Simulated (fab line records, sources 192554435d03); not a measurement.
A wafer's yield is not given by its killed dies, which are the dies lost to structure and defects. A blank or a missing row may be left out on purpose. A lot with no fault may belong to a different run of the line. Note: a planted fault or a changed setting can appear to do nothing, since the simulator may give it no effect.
fab line records    flow n5-finfet    part 1 of 2: steps 1 to 24 of 30
record lots=5  wafers=15  last-day=17
route steps=1938 shown MIM_BOT_LITHO@1863 MIM_BOT_ETCH@1866 PASS1_CAP@1873 TV_LITHO@1875 TV_OPEN@1887
lots untouched by any fault: they come from a run of this same line in which no faults occurred
start-h: hours from the record's first day to the start of the lot's first wafer shown    wait-h: time in hours since the lot's previous step    " the same as in the row above    L1.1+2: several wafers, shown together as one row    - value missing, or start not given    * or withheld: withheld    < > ~ a bound
route shown NAME@n: NAME is a module with steps in the file, n the number in the route of the first one    usual: mean/standard deviation of fault-free wafers    same: alike in all rows    chamber/n: place in a boat    sites: the reading at each site    _std_site: standard deviation across them    _edge_site: inner sites' mean taken away from outer sites' mean    radius-mm: for every site, how far away it sits from the centre of the wafer    mask NAME#n: copy n    behind: the most recent tool/chamber to have shaped the wafer    hold: why the lot went on hold/how many hours it stayed there/how the hold came to an end    device: the transistor (n, p or np) that didn't switch    end of line: the route-end tests of the same wafers    a step with no rows: only its recipe    killed: not the wafer's yield, but the dies lost to structure and defects at the first sort    map: shows each die of a wafer: x if killed, . if not, _ if none is there
set.NAME: the setting the step ran with; set.NAME@STEP: the setting that earlier step ran with    model.NAME: the simulator's own value behind a step, which no gauge read
certain route steps with their lots: each step a table, each wafer a row
services: from which hour (start-h, from the record's first day; less than 0 if before it) a tool's chamber was out of use, for how many hours, and why
## steps
# step N5_MIM_BOT_LITHO_OVL_MEAS_11
# recipe points-per-wafer=44
# usual MIM_BOT_OVL=2/5.4
lot.wafer  tool        chamber  start-h  wait-h  MIM_BOT_OVL[nm]
L081.3     overlay-01  0        336.96   0.0     6
L081.4     "           0        "        "       5
L081.6     "           0        "        "       0
L084.2     overlay-01  0        345.65   0.0     0
L084.3     "           0        "        "       12
L084.6     "           0        "        "       -3
L086.2     overlay-02  0        360.96   0.1     -1
L086.5     "           0        "        "       -1
L086.6     "           0        "        "       4
L089.2     overlay-01  0        376.02   0.0     1
L089.3     "           0        "        "       8
L089.5     "           0        "        "       9
L094.2     overlay-02  0        401.86   0.0     6
L094.3     "           0        "        "       5
L094.4     "           0        "        "       -2
# step N5_MIM_BOT_LITHO_INSPECT_12
# recipe mode=adi  inspect-instrument=macro
# usual raw-defect-count=2.2/1.4
lot.wafer  tool               chamber  start-h  wait-h  raw-defect-count
L081.3     defect-inspect-02  -        336.99   0.0     3
L081.4     "                  -        "        "       3
L081.6     "                  -        "        "       1
L084.2     defect-inspect-02  -        345.68   0.0     0
L084.3     "                  -        "        "       1
L084.6     "                  -        "        "       0
L086.2     defect-inspect-02  -        360.98   0.0     1
L086.5     "                  -        "        "       0
L086.6     "                  -        "        "       2
L089.2     defect-inspect-02  -        376.05   0.0     2
L089.3     "                  -        "        "       3
L089.5     "                  -        "        "       2
L094.2     defect-inspect-02  -        401.88   0.0     3
L094.3     "                  -        "        "       3
L094.4     "                  -        "        "       1
# step N5_MIM_BOT_LITHO_DESCUM_10
# recipe chemistry=O2  time-s=7.9  source-power-w=50  bias-power-w=20  pressure-mtorr=20  rf-frequency-hz=2.712e+07  temp-c=40  o2-flow-sccm=225
# usual drypump-motor-current-A=5.8/0.4  oes-product-au=0.79/0.073  rf-vpp-V=243.2/1.3  showerhead-plenum-p-Torr=2.10/0.069  throttle-valve-pct=20.50/0.29
lot.wafer  tool         chamber  start-h  wait-h  drypump-motor-current-A  oes-product-au  rf-hours-counter-h  rf-vpp-V  showerhead-plenum-p-Torr  throttle-valve-pct
L081.3     rie-diel-01  2        337.02   0.0     5.9                      0.69            241                 244.3     2.15                      20.75
L081.4     "            1        "        "       5.5                      0.76            162                 242.9     2.09                      20.17
L081.6     "            2        "        "       5.9                      0.69            -                   243.6     2.15                      20.73
L084.2     rie-diel-03  3        345.91   0.2     5.1                      0.93            18                  243.9     2.23                      20.32
L084.3     "            2        "        "       5.6                      0.74            165                 245.4     2.18                      20.69
L084.6     "            3        "        "       5.1                      0.93            -                   246.4     2.23                      20.30
L086.2     rie-diel-03  1        361.05   0.1     5.8                      0.81            100                 244.7     2.20                      20.22
L086.5     "            3        "        "       5.1                      0.94            -                   244.9     2.23                      20.31
L086.6     "            2        "        "       5.7                      0.75            -                   243.3     2.18                      20.69
L089.2     rie-diel-06  0        376.12   0.1     5.7                      0.71            207                 244.2     2.08                      20.65
L089.3     "            2        "        "       6.9                      0.69            249                 243.7     2.06                      20.98
L089.5     "            2        "        "       6.9                      0.69            -                   243.7     2.06                      20.96
L094.2     rie-diel-01  3        401.92   0.0     6.1                      0.79            86                  242.3     2.02                      20.03
L094.3     "            1        "        "       5.5                      0.74            189                 242.3     2.08                      20.21
L094.4     "            0        "        "       5.5                      0.78            115                 242.6     2.01                      20.80
# step N5_MIM_BOT_ETCH_ETCH_04
# recipe chemistry=CF4/O2  target=SiNx  target-depth-a=260  time-s=13  ion-energy-ev=100  pressure-mtorr=40  source-w=535  bias-w=49  Ar_flow_sccm=100  cf4-flow-sccm=100  O2_flow_sccm=10
# usual O2_flow_sccm=10.00/0.031  drypump-motor-current-A=5.8/0.39  oes_o_777_au=0.79/0.069  oes-product-au=0.79/0.072  rf-vpp-V=241.2/1.7  showerhead-plenum-p-Torr=2.21/0.065  throttle-valve-pct=16.06/0.28
lot.wafer  tool         chamber  start-h  wait-h  O2_flow_sccm  drypump-motor-current-A  oes_o_777_au  oes-product-au  rf-hours-counter-h  rf-vpp-V  showerhead-plenum-p-Torr  throttle-valve-pct
L081.3     rie-diel-01  2        337.08   0.0     10.01         5.9                      0.69          0.69            241                 243.9     2.27                      16.30
L081.4     "            1        "        "       10.02         5.5                      0.77          0.77            162                 240.6     2.20                      15.74
L081.6     "            2        "        "       10.00         5.9                      0.70          0.69            -                   243.1     2.27                      16.30
L084.2     rie-diel-03  3        345.98   0.0     9.97          5.1                      0.93          0.93            18                  243.3     2.34                      15.80
L084.3     "            2        "        "       9.97          5.6                      0.76          0.74            165                 243.0     2.29                      16.23
L084.6     "            3        "        "       10.00         5.1                      0.93          0.93            -                   243.3     2.34                      15.81
L086.2     rie-diel-03  1        361.12   0.0     10.04         5.8                      0.81          0.80            100                 238.7     2.31                      15.81
L086.5     "            3        "        "       9.99          5.1                      0.92          0.92            -                   243.6     2.34                      15.81
L086.6     "            2        "        "       10.04         5.6                      0.76          0.74            -                   243.9     2.28                      16.23
L089.2     rie-diel-06  0        376.18   0.0     9.96          5.8                      0.71          0.72            207                 240.2     2.19                      16.20
L089.3     "            2        "        "       10.00         6.8                      0.69          0.69            249                 243.1     2.18                      16.61
L089.5     "            2        "        "       9.99          6.9                      0.70          0.69            -                   242.3     2.18                      16.60
L094.2     rie-diel-01  3        401.98   0.0     9.98          6.1                      0.78          0.80            86                  240.7     2.14                      15.67
L094.3     "            1        "        "       10.01         5.5                      0.75          0.75            189                 239.4     2.19                      15.78
L094.4     "            0        "        "       10.03         5.4                      0.78          0.78            115                 241.0     2.14                      16.40
# step N5_MIM_BOT_ETCH_ETCH_03
# recipe chemistry=Cl2/BCl3  target-depth-a=120  pressure-mtorr=8  icp-w=800  bias-w=100  Cl2_flow_sccm=20  bcl3-flow-sccm=80
# usual drypump-motor-current-A=6.1/0.4  oes-product-au=0.74/0.074  throttle-valve-pct=27.41/0.098
lot.wafer  tool          chamber  start-h  wait-h  drypump-motor-current-A  oes-product-au  rf-hours-counter-h  throttle-valve-pct
L081.3     rie-metal-03  1        337.20   0.1     5.9                      0.81            -                   27.44
L081.4     "             0        "        "       6.1                      0.64            -                   27.72
L081.6     "             0        "        "       6.1                      0.63            -                   27.72
L084.2     rie-metal-02  1        346.07   0.1     6.3                      0.72            65                  27.40
L084.3     "             0        "        "       6.6                      0.67            -                   27.38
L084.6     "             0        "        "       6.5                      0.67            -                   27.37
L086.2     rie-metal-02  0        361.21   0.1     6.5                      0.66            88                  27.38
L086.5     "             0        "        "       6.5                      0.67            -                   27.37
L086.6     "             1        "        "       6.3                      0.72            -                   27.40
L089.2     rie-metal-02  1        376.27   0.1     6.3                      0.71            68                  27.41
L089.3     "             1        "        "       6.3                      0.72            -                   27.40
L089.5     "             0        "        "       6.5                      0.67            -                   27.38
L094.2     rie-metal-01  1        402.13   0.1     5.3                      0.71            65                  27.26
L094.3     "             0        "        "       5.8                      0.82            -                   27.38
L094.4     "             1        "        "       5.3                      0.71            -                   27.25
# step N5_MIM_BOT_ETCH_ETCH_00
# recipe chemistry=Cl2/BCl3  target=TiN  target-depth-a=455  ion-energy-ev=150  pressure-mtorr=10  icp-w=1000  bias-w=126  Cl2_flow_sccm=53.25  bcl3-flow-sccm=21.75  Ar_flow_sccm=25
# usual drypump-motor-current-A=6.1/0.4  oes-product-au=0.74/0.074  throttle-valve-pct=21.80/0.099
lot.wafer  tool          chamber  start-h  wait-h  drypump-motor-current-A  oes-product-au  rf-hours-counter-h  throttle-valve-pct
L081.3     rie-metal-03  1        337.30   0.1     5.9                      0.82            -                   21.79
L081.4     "             0        "        "       6.1                      0.63            -                   22.17
L081.6     "             0        "        "       6.1                      0.63            -                   22.15
L084.2     rie-metal-02  1        346.16   0.1     6.3                      0.71            66                  21.77
L084.3     "             0        "        "       6.5                      0.67            -                   21.80
L084.6     "             0        "        "       6.5                      0.67            -                   21.81
L086.2     rie-metal-02  0        361.30   0.1     6.5                      0.67            88                  21.81
L086.5     "             0        "        "       6.5                      0.67            -                   21.80
L086.6     "             1        "        "       6.3                      0.72            -                   21.77
L089.2     rie-metal-02  1        376.36   0.1     6.3                      0.72            68                  21.78
L089.3     "             1        "        "       6.3                      0.72            -                   21.78
L089.5     "             0        "        "       6.5                      0.67            -                   21.83
L094.2     rie-metal-01  1        402.22   0.1     5.3                      0.71            65                  21.73
L094.3     "             0        "        "       5.8                      0.83            -                   21.76
L094.4     "             1        "        "       5.3                      0.71            -                   21.71
# step N5_MIM_BOT_ETCH_STRIP_01
# recipe chemistry=O2  power-w=600  temp-c=60  pressure-mtorr=30  rf-frequency-hz=6e+07  bias-power-w=0  overash-fraction=0.5  o2-flow-sccm=225
# usual drypump-motor-current-A=5.8/0.38  oes-product-au=0.80/0.076  rf-vpp-V=3.8/1.3  showerhead-plenum-p-Torr=2.11/0.07  throttle-valve-pct=16.72/0.27
lot.wafer  tool         chamber  start-h  wait-h  drypump-motor-current-A  oes-product-au  rf-hours-counter-h  rf-vpp-V  showerhead-plenum-p-Torr  throttle-valve-pct
L081.3     rie-diel-01  2        337.40   0.1     5.9                      0.68            241                 4.7       2.16                      16.98
L081.4     "            3        "        "       6.1                      0.84            58                  3.9       2.03                      16.29
L081.6     "            3        "        "       6.1                      0.85            -                   4.3       2.03                      16.26
L084.2     rie-diel-06  2        346.30   0.1     6.8                      0.69            239                 2.7       2.06                      17.21
L084.3     "            3        "        "       5.4                      0.78            146                 3.8       2.10                      16.61
L084.6     "            2        "        "       6.8                      0.71            -                   1.6       2.06                      17.18
L086.2     rie-diel-01  0        361.47   0.1     5.5                      0.81            97                  2.5       2.02                      16.98
L086.5     "            3        "        "       6.1                      0.82            -                   1.9       2.03                      16.25
L086.6     "            1        "        "       5.5                      0.74            -                   2.9       2.10                      16.41
L089.2     rie-diel-06  3        376.54   0.1     5.5                      0.76            156                 4.9       2.09                      16.65
L089.3     "            1        "        "       5.7                      0.77            146                 3.6       2.01                      17.03
L089.5     "            3        "        "       5.4                      0.78            -                   3.0       2.10                      16.61
L094.2     rie-diel-06  0        402.36   0.1     5.7                      0.70            218                 4.7       2.08                      16.91
L094.3     "            3        "        "       5.4                      0.74            167                 2.5       2.09                      16.64
L094.4     "            3        "        "       5.4                      0.77            -                   1.1       2.09                      16.65
# step N5_MIM_BOT_ETCH_STRIP_02
# recipe chemistry=post-etch-residue-remover  time-s=1200  temp-c=72.5
lot.wafer   tool          chamber  start-h  wait-h
L081.3+4+6  wet-bench-03  2,0,7    337.47   -
L084.2+3+6  wet-bench-03  1,3,4    346.36   -
L086.2+5+6  wet-bench-01  1,0,3    361.54   -
L089.2+3+5  wet-bench-06  6,0,3    376.61   -
L094.2+3+4  wet-bench-06  0,4,6    402.43   -
# step N5_MIM_BOT_ETCH_CLEAN_05
# recipe chemistry=IPA  time-s=180  temp-c=25
lot.wafer   tool          chamber  start-h  wait-h
L081.3+4+6  wet-bench-03  2,0,7    337.80   0.0
L084.2+3+6  wet-bench-03  1,3,4    346.70   0.0
L086.2+5+6  wet-bench-01  1,0,3    361.87   0.0
L089.2+3+5  wet-bench-06  6,0,3    376.94   0.0
L094.2+3+4  wet-bench-06  0,4,6    402.76   0.0
# step N5_MIM_BOT_ETCH_SRD_06
# recipe dry=ipa-marangoni  time-s=30  temp-c=23  rinse-liquid=diw
lot.wafer   tool          chamber  start-h  wait-h
L081.3+4+6  wet-bench-03  2,0,7    337.86   0.0
L084.2+3+6  wet-bench-03  1,3,4    346.75   0.0
L086.2+5+6  wet-bench-01  1,0,3    361.93   0.0
L089.2+3+5  wet-bench-06  6,0,3    376.99   0.0
L094.2+3+4  wet-bench-06  0,4,6    402.81   0.0
# step N5_PASSIVATION_PECVD_55
# recipe material=SiO2  target-thk-a=4000  temp-c=400  precursor=SiH4/N2O  pressure-torr=2.7  rf-w=608  time-s=22.5
# usual heater-power-w=616/89  showerhead-plenum-p-Torr=8.17/0.14  throttle-valve-pct=52/3.7
lot.wafer  tool      chamber  start-h  wait-h  heater-power-w  showerhead-plenum-p-Torr  throttle-valve-pct
L081.3     pecvd-01  0        337.90   0.0     792             8.34                      53
L081.4     "         0        "        "       616             8.34                      53
L081.6     "         1        "        "       650             8.16                      54
L084.2     pecvd-04  1        346.80   0.0     538             8.16                      51
L084.3     "         2        "        "       456             8.13                      46
L084.6     "         1        "        "       540             8.20                      52
L086.2     pecvd-04  0        361.97   0.0     510             7.78                      55
L086.5     "         2        "        "       474             8.12                      46
L086.6     "         0        "        "       522             7.78                      54
L089.2     pecvd-04  1        377.04   0.0     525             8.19                      52
L089.3     "         0        "        "       580             7.80                      54
L089.5     "         2        "        "       444             8.12                      46
L094.2     pecvd-03  0        402.86   0.0     632             8.30                      57
L094.3     "         1        "        "       542             8.19                      52
L094.4     "         0        "        "       648             8.29                      57
# step N5_PASSIVATION_PECVD_01
# recipe material=SiNx  target-thk-a=2000  temp-c=400  precursor=SiH4/NH3/N2  pressure-torr=4.9  rf-w=1406  time-s=43.2
# usual heater-power-w=333/81  showerhead-plenum-p-Torr=8.68/0.097  throttle-valve-pct=29.2/2
lot.wafer  tool      chamber  start-h  wait-h  heater-power-w  showerhead-plenum-p-Torr  throttle-valve-pct
L081.3     pecvd-01  0        337.94   0.0     503             8.79                      30.1
L081.4     "         0        "        "       355             8.76                      29.6
L081.6     "         1        "        "       423             8.65                      30.7
L084.2     pecvd-04  1        346.83   0.0     234             8.68                      29.1
L084.3     "         2        "        "       213             8.65                      25.9
L084.6     "         1        "        "       250             8.70                      29.0
L086.2     pecvd-04  0        362.01   0.0     227             8.39                      30.9
L086.5     "         2        "        "       258             8.64                      26.2
L086.6     "         0        "        "       247             8.42                      30.5
L089.2     pecvd-04  1        377.08   0.0     239             8.66                      29.0
L089.3     "         0        "        "       271             8.38                      30.7
L089.5     "         2        "        "       217             8.67                      26.5
L094.2     pecvd-03  0        402.91   0.0     365             8.75                      32.1
L094.3     "         1        "        "       261             8.70                      29.1
L094.4     "         0        "        "       365             8.78                      32.3
# step N5_PASSIVATION_HMDS_03
# recipe time-s=60  temp-c=120
lot.wafer   tool            chamber  start-h  wait-h
L081.3+4+6  litho-track-02  0        338.02   0.1
L084.2+3+6  litho-track-03  0        346.91   0.1
L086.2+5+6  litho-track-03  0        364.20   2.2
L089.2+3+5  litho-track-03  0        378.82   1.7
L094.2+3+4  litho-track-05  0        403.34   0.4
# step N5_PASSIVATION_COAT_04
# recipe spin-rpm=*  resist-thk-nm=*
lot.wafer   tool            chamber  start-h  wait-h
L081.3+4+6  litho-track-02  0        -        -
L084.2+3+6  litho-track-03  0        -        -
L086.2+5+6  litho-track-03  0        -        -
L089.2+3+5  litho-track-03  0        -        -
L094.2+3+4  litho-track-05  0        -        -
# step N5_PASSIVATION_EBR_06
# recipe solvent=PGMEA  ebr-width-mm=1.5
lot.wafer   tool            chamber  start-h  wait-h
L081.3+4+6  litho-track-02  0        -        -
L084.2+3+6  litho-track-03  0        -        -
L086.2+5+6  litho-track-03  0        -        -
L089.2+3+5  litho-track-03  0        -        -
L094.2+3+4  litho-track-05  0        -        -
# step N5_PASSIVATION_SOFTBAKE_05
# recipe temp-c=100  time-s=90
lot.wafer   tool            chamber  start-h  wait-h
L081.3+4+6  litho-track-02  0        -        -
L084.2+3+6  litho-track-03  0        -        -
L086.2+5+6  litho-track-03  0        -        -
L089.2+3+5  litho-track-03  0        -        -
L094.2+3+4  litho-track-05  0        -        -
# step N5_PASSIVATION_EXPOSE_07
# recipe mask-id=TV  na=0.55  source-shape=conventional  sigma-outer=0.8  polarization=unpolarized  defocus-nm=0  target-cd-nm=3000  dose-mj=22.75
# same sigma-outer=0.8
lot.wafer   tool            chamber  start-h  wait-h  mask
L081.3+4+6  krf-scanner-02  0        338.26   -       TV#0
L084.2+3+6  krf-scanner-02  0        347.02   -       TV#0
L086.2+5+6  krf-scanner-01  0        364.32   -       TV#0
L089.2+3+5  krf-scanner-01  0        378.94   -       TV#0
L094.2+3+4  krf-scanner-02  0        403.45   -       TV#0
# step N5_PASSIVATION_PEB_08
# recipe peb-temp-c=withheld  peb-time-s=*
lot.wafer   tool            chamber  start-h  wait-h
L081.3+4+6  litho-track-02  0        338.31   0.0
L084.2+3+6  litho-track-05  0        347.07   0.0
L086.2+5+6  litho-track-03  0        364.37   0.0
L089.2+3+5  litho-track-03  0        378.99   0.0
L094.2+3+4  litho-track-03  0        403.50   0.0
# step N5_PASSIVATION_DEVELOP_09
# recipe develop-time-s=60  rinse-liquid=diw  dry=air-spin  dev-temp-c=21
lot.wafer   tool            chamber  start-h  wait-h
L081.3+4+6  litho-track-02  0        -        -
L084.2+3+6  litho-track-05  0        -        -
L086.2+5+6  litho-track-03  0        -        -
L089.2+3+5  litho-track-03  0        -        -
L094.2+3+4  litho-track-03  0        -        -
# step N5_PASSIVATION_HARDBAKE_11
# recipe temp-c=130  time-s=120
lot.wafer   tool            chamber  start-h  wait-h
L081.3+4+6  litho-track-02  0        -        -
L084.2+3+6  litho-track-05  0        -        -
L086.2+5+6  litho-track-03  0        -        -
L089.2+3+5  litho-track-03  0        -        -
L094.2+3+4  litho-track-03  0        -        -
# step N5_PASSIVATION_CD_MEAS_10
# recipe target-cd-nm=3000  landing-energy-ev=500  detector=se-inlens
# usual cd-nm=2999.9/1.6
lot.wafer  tool       chamber  start-h  wait-h  cd-nm
L081.3     cd-sem-03  0        338.43   -       2998.3
L081.4     "          0        "        "       2999.1
L081.6     "          0        "        "       2998.4
L084.2     cd-sem-03  0        347.19   -       3004.0
L084.3     "          0        "        "       3001.9
L084.6     "          0        "        "       2999.6
L086.2     cd-sem-03  0        364.49   -       3001.4
L086.5     "          0        "        "       2999.9
L086.6     "          0        "        "       2998.8
L089.2     cd-sem-02  0        379.11   -       2997.1
L089.3     "          0        "        "       2996.1
L089.5     "          0        "        "       2999.7
L094.2     cd-sem-03  0        403.62   -       3000.8
L094.3     "          0        "        "       3000.5
L094.4     "          0        "        "       3001.1
# step N5_PASSIVATION_OVL_MEAS_60
# recipe points-per-wafer=44
# usual TV_OVL=1/5.8
lot.wafer  tool        chamber  start-h  wait-h  TV_OVL[nm]
L081.3     overlay-01  0        338.46   0.0     11
L081.4     "           0        "        "       9
L081.6     "           0        "        "       13
L084.2     overlay-02  0        347.22   0.0     0
L084.3     "           0        "        "       -7
L084.6     "           0        "        "       -5
L086.2     overlay-01  0        364.52   0.0     4
L086.5     "           0        "        "       0
L086.6     "           0        "        "       3
L089.2     overlay-02  0        379.14   0.0     1
L089.3     "           0        "        "       -12
L089.5     "           0        "        "       -3
L094.2     overlay-02  0        403.65   0.0     9
L094.3     "           0        "        "       11
L094.4     "           0        "        "       11
# step N5_PASSIVATION_INSPECT_61
# recipe mode=adi  inspect-instrument=macro
# usual raw-defect-count=1.9/1.4
lot.wafer  tool               chamber  start-h  wait-h  raw-defect-count
L081.3     defect-inspect-01  -        338.48   0.0     1
L081.4     "                  -        "        "       2
L081.6     "                  -        "        "       2
L084.2     defect-inspect-02  -        347.25   0.0     1
L084.3     "                  -        "        "       2
L084.6     "                  -        "        "       2
L086.2     defect-inspect-02  -        364.54   0.0     1
L086.5     "                  -        "        "       3
L086.6     "                  -        "        "       5
L089.2     defect-inspect-02  -        379.16   0.0     1
L089.3     "                  -        "        "       1
L089.5     "                  -        "        "       1
L094.2     defect-inspect-02  -        403.67   0.0     3
L094.3     "                  -        "        "       2
L094.4     "                  -        "        "       1
# step N5_PASSIVATION_DESCUM_12
# recipe chemistry=O2  time-s=7.9  source-power-w=50  bias-power-w=20  pressure-mtorr=20  rf-frequency-hz=2.712e+07  temp-c=40  o2-flow-sccm=225
# usual drypump-motor-current-A=5.8/0.45  oes-product-au=0.79/0.1  rf-vpp-V=243.3/1.4  showerhead-plenum-p-Torr=2.09/0.072  throttle-valve-pct=20.50/0.27
lot.wafer  tool         chamber  start-h  wait-h  drypump-motor-current-A  oes-product-au  rf-hours-counter-h  rf-vpp-V  showerhead-plenum-p-Torr  throttle-valve-pct
L081.3     rie-diel-05  2        338.89   0.4     5.5                      0.87            38                  242.9     2.04                      20.07
L081.4     "            2        "        "       5.5                      0.87            -                   242.9     2.04                      20.08
L081.6     "            1        "        "       6.7                      0.67            -                   243.0     2.05                      20.74
L084.2     rie-diel-05  2        347.28   0.0     5.5                      0.86            42                  242.9     2.04                      20.05
L084.3     "            1        "        "       6.7                      0.67            258                 243.7     2.05                      20.74
L084.6     "            2        "        "       5.5                      0.86            -                   243.6     2.04                      20.07
L086.2     rie-diel-05  3        364.70   0.2     5.6                      0.68            249                 242.6     2.06                      21.02
L086.5     "            2        "        "       5.5                      0.85            -                   242.7     2.03                      20.07
L086.6     "            3        "        "       5.6                      0.68            -                   242.8     2.06                      21.03
L089.2     rie-diel-04  0        379.19   0.0     6.1                      0.67            241                 243.2     2.06                      20.67
L089.3     "            2        "        "       5.5                      0.71            229                 244.0     2.16                      20.61
L089.5     "            0        "        "       6.1                      0.67            -                   242.5     2.06                      20.67
L094.2     rie-diel-04  0        403.96   0.3     6.1                      0.68            250                 242.6     2.06                      20.69
L094.3     "            2        "        "       5.5                      0.72            236                 243.6     2.16                      20.61
L094.4     "            3        "        "       5.7                      0.87            54                  246.1     2.21                      20.52
